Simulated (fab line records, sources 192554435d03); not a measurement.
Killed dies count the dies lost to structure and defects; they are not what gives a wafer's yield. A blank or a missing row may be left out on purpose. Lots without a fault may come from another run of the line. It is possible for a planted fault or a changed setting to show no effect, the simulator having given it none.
Which tool is to blame? + flow n5 finfet + 24 lots with 72 wafers sampled at 3 steps, on a route of 1938 steps

== WHAT THE GAUGES READ, wafer by wafer ==
N5_BEOL_M5_CD_MEAS_11 targets a cd of 27.74 nm. Usual: cd nm reads 28.01 nm (standard deviation 0.27).
| lot  | measured     | on        | cd nm (nm)        | flag |
|------|--------------|-----------|-------------------|------|
| L074 | day 8 07:25  | cd sem-01 | 27.94 28.06 28.12 |      |
| L075 | day 9 02:46  | cd sem-01 | 27.32 28.00 28.00 |      |
| L076 | day 9 21:43  | cd sem-01 | 28.40 27.75 28.93 |      |
| L077 | day 10 01:03 | cd sem-03 | 27.79 28.04 27.99 |      |
| L079 | day 10 01:13 | cd sem-02 | 27.93 27.82 28.15 |      |
| L078 | day 10 17:16 | cd sem-02 | 27.92 28.29 28.51 |      |
| L080 | day 11 00:34 | cd sem-02 | 27.85 28.21 27.69 |      |
| L081 | day 11 00:47 | cd sem-02 | 28.05 27.89 28.10 |      |
| L082 | day 11 00:53 | cd sem-01 | 27.97 28.34 27.82 |      |
| L083 | day 11 05:05 | cd sem-01 | 28.34 28.14 28.27 |      |
| L084 | day 11 10:19 | cd sem-01 | 27.67 27.67 27.78 |      |
| L085 | day 11 10:25 | cd sem-01 | 28.33 27.81 28.21 |      |
| L087 | day 11 10:59 | cd sem-01 | 27.72 27.65 27.66 |      |
| L086 | day 12 03:58 | cd sem-01 | 27.93 28.34 28.03 |      |
| L088 | day 12 15:56 | cd sem-01 | 28.42 28.07 28.29 |      |
| L089 | day 12 20:00 | cd sem-01 | 28.03 27.84 27.66 |      |
| L091 | day 12 20:20 | cd sem-03 | 27.94 28.02 28.07 |      |
| L092 | day 13 21:40 | cd sem-03 | 28.15 27.98 28.01 |      |
| L094 | day 13 23:26 | cd sem-02 | 28.89 27.92 28.29 |      |
| L090 | day 14 08:40 | cd sem-02 | 27.94 28.04 28.10 |      |
| L093 | day 14 08:46 | cd sem-02 | 28.24 28.22 28.13 |      |
| L095 | day 14 09:02 | cd sem-03 | 27.73 28.23 27.70 |      |
| L096 | day 14 17:49 | cd sem-01 | 27.66 27.81 27.76 |      |
| L097 | day 15 11:33 | cd sem-01 | 27.47 27.72 27.89 |      |

N5_BEOL_M5_OVL_MEAS_29. Usual: for V4_OVL the level is 0.4 nm and the standard deviation is 0.69.
| lot  | measured     | on         | V4_OVL (nm)    | flag |
|------|--------------|------------|----------------|------|
| L074 | day 8 09:02  | overlay-02 | 0.6 0.6 0.1    |      |
| L075 | day 9 05:01  | overlay-02 | -0.5 -0.8 0.1  |      |
| L076 | day 9 23:11  | overlay-02 | 0.9 1.7 1.4    |      |
| L077 | day 10 02:50 | overlay-01 | 1.0 0.0 1.3    |      |
| L079 | day 10 03:08 | overlay-01 | 1.3 0.7 0.0    |      |
| L078 | day 10 19:02 | overlay-02 | 0.9 0.1 1.1    |      |
| L080 | day 11 01:38 | overlay-01 | 1.0 1.6 1.5    |      |
| L081 | day 11 04:14 | overlay-02 | 0.2 1.2 1.5    |      |
| L082 | day 11 04:11 | overlay-01 | 0.0 -0.4 0.5   |      |
| L083 | day 11 09:44 | overlay-02 | 0.3 0.4 -0.7   |      |
| L084 | day 11 13:05 | overlay-01 | 1.2 0.5 1.1    |      |
| L085 | day 11 19:38 | overlay-02 | 1.4 1.5 0.9    |      |
| L087 | day 11 13:16 | overlay-01 | -1.3 -0.1 0.4  |      |
| L086 | day 12 05:44 | overlay-02 | 1.4 0.0 0.8    |      |
| L088 | day 12 18:14 | overlay-01 | 0.5 0.2 0.2    |      |
| L089 | day 13 02:13 | overlay-01 | -0.2 -0.5 1.5  |      |
| L091 | day 13 02:24 | overlay-01 | 1.2 -0.4 0.4   |      |
| L092 | day 14 01:43 | overlay-02 | 0.6 0.1 -0.2   |      |
| L094 | day 14 01:46 | overlay-01 | 0.4 0.3 0.4    |      |
| L090 | day 14 10:50 | overlay-02 | 1.1 0.3 0.5    |      |
| L093 | day 14 10:40 | overlay-01 | 0.2 0.0 -0.1   |      |
| L095 | day 14 11:01 | overlay-01 | -0.4 -1.1 -0.7 |      |
| L096 | day 14 18:46 | overlay-01 | 1.3 0.9 1.1    |      |
| L097 | day 15 12:34 | overlay-01 | -0.5 -0.6 -0.1 |      |

== TOOL THAT RAN EACH LOT (tool first, then ch and the chambers of the sampled wafers, then the start) ==
| lot  | N5_BEOL_M4_CO_CAP_55             |
|------|----------------------------------|
| L074 | cvd co-02 ch 0,1, day 8 03:29    |
| L075 | cvd co-01 ch 0,2, day 9 00:02    |
| L076 | cvd co-01 ch 0,2, day 9 18:10    |
| L077 | cvd co-01 ch 0,1, day 9 21:40    |
| L079 | cvd co-01 ch 0,1,2, day 9 21:50  |
| L078 | cvd co-01 ch 0,1,2, day 10 14:27 |
| L080 | cvd co-02 ch 0,2, day 10 20:32   |
| L081 | cvd co-02 ch 1,2, day 10 21:00   |
| L082 | cvd co-01 ch 1,2, day 10 21:46   |
| L083 | cvd co-02 ch 0,2, day 11 00:21   |
| L084 | cvd co-01 ch 0,1,2, day 11 04:52 |
| L085 | cvd co-02 ch 0,2, day 11 05:18   |
| L087 | cvd co-02 ch 0,1,2, day 11 06:42 |
| L086 | cvd co-02 ch 1,2, day 12 01:32   |
| L088 | cvd co-01 ch 1,2, day 12 13:08   |
| L089 | cvd co-02 ch 1,2, day 12 15:56   |
| L091 | cvd co-01 ch 0,1,2, day 12 16:44 |
| L092 | cvd co-01 ch 0,1,2, day 13 17:52 |
| L094 | cvd co-02 ch 0,1,2, day 13 21:07 |
| L090 | cvd co-02 ch 0,1,2, day 14 02:57 |
| L093 | cvd co-01 ch 0,2, day 14 03:07   |
| L095 | cvd co-02 ch 0,2, day 14 06:08   |
| L096 | cvd co-01 ch 0,1,2, day 14 12:05 |
| L097 | cvd co-02 ch 0,1,2, day 15 05:22 |
- N5_BEOL_M4_CO_CAP_55: material Co, precursor CCTBA/H2, target thk 2 nm, time 102.1 s.

== WHAT THE TOOLS THEMSELVES READ (means of the sampled wafers that have a number; where no wafer has one, the mark that the record gives instead) ==
N5_BEOL_M4_CO_CAP_55. Usual: heater power w reads 232 W (standard deviation 19).
| lot  | tool      | heater power w (W) | flag |
|------|-----------|--------------------|------|
| L074 | cvd co-02 | 221                |      |
| L075 | cvd co-01 | 218                |      |
| L076 | cvd co-01 | 220                |      |
| L077 | cvd co-01 | 242                |      |
| L079 | cvd co-01 | 237                |      |
| L078 | cvd co-01 | 240                |      |
| L080 | cvd co-02 | 220                |      |
| L081 | cvd co-02 | 230                |      |
| L082 | cvd co-01 | 257                |      |
| L083 | cvd co-02 | 222                |      |
| L084 | cvd co-01 | 235                |      |
| L085 | cvd co-02 | 220                |      |
| L087 | cvd co-02 | 225                |      |
| L086 | cvd co-02 | 228                |      |
| L088 | cvd co-01 | 256                |      |
| L089 | cvd co-02 | 229                |      |
| L091 | cvd co-01 | 238                |      |
| L092 | cvd co-01 | 235                |      |
| L094 | cvd co-02 | 223                |      |
| L090 | cvd co-02 | 228                |      |
| L093 | cvd co-01 | 221                |      |
| L095 | cvd co-02 | 220                |      |
| L096 | cvd co-01 | 239                |      |
| L097 | cvd co-02 | 231                |      |

== THE ANSWER, worked out from the rows above alone ==
Rule: a lot is off if the mean of its wafers that have a number lies more than 3 standard deviations from the usual mean. A lot without any number at a reading at which 4 lots or more have one is off too. Where the step has rows for the other lots, those lots are counted as sound. First the gauges in route order, then the tools' own readings, where a lot's mean is used as printed above. The first step at which some lot is off is used, and at that step the reading that is off furthest; a lot without a number counts as furthest.
Nothing can be told from this: no lot is off at any reading shown.

== WHAT THE SIMULATOR PUT IN ==
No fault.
